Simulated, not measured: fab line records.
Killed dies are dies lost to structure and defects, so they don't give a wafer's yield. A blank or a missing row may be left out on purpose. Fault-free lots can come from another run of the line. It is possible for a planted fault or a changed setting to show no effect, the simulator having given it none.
Chamber matching    flow n5-finfet    N5_FIN_SAQP_ETCH_64 on rie-si-04: 4 sister chambers
The step etches SiO2 in CF4, target depth 1.5 nm. 4 wafers are shown with their chamber, then 8 later ones without.

WAFERS PAIRED WITH THEIR CHAMBERS
wafer   chamber  throttle-valve-pct (%)
L083.4  0        21.81
L084.6  2        21.74
L085.2  3        21.73
L086.1  1        22.17

WAFERS WITH NO CHAMBER GIVEN
wafer   throttle-valve-pct (%)
L086.3  21.81
L086.6  21.73
L088.2  21.81
L088.3  22.16
L088.5  21.71
L095.2  21.72
L095.3  21.73
L095.4  22.16

WHICH CHAMBER EACH ONE RAN IN
wafer   from the rows above      in truth
L086.3  0                        0
L086.6  can't be placed: 3 or 2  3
L088.2  0                        0
L088.3  1                        1
L088.5  can't be placed: 3 or 2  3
L095.2  can't be placed: 3 or 2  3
L095.3  can't be placed: 3 or 2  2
L095.4  1                        1
Placed correctly: 4 of 8. Can't be placed from these rows: 4 (the true chamber is among the candidates in 4). 0 placed wrongly.
How it was worked out, from the rows above alone: a wafer's distance from a chamber is the root of the sum, over the readings, of the square of ((its reading less the chamber's mean) divided by the reading's scatter). The wafer belongs to the nearest chamber; if the next one is less than 2 further off, it can't be placed. For every chamber, the mean is computed from those of its wafers that are shown. The scatter: with one shown wafer a chamber, the root of the mean of the squares of how far each hidden wafer lies from its nearest shown one.
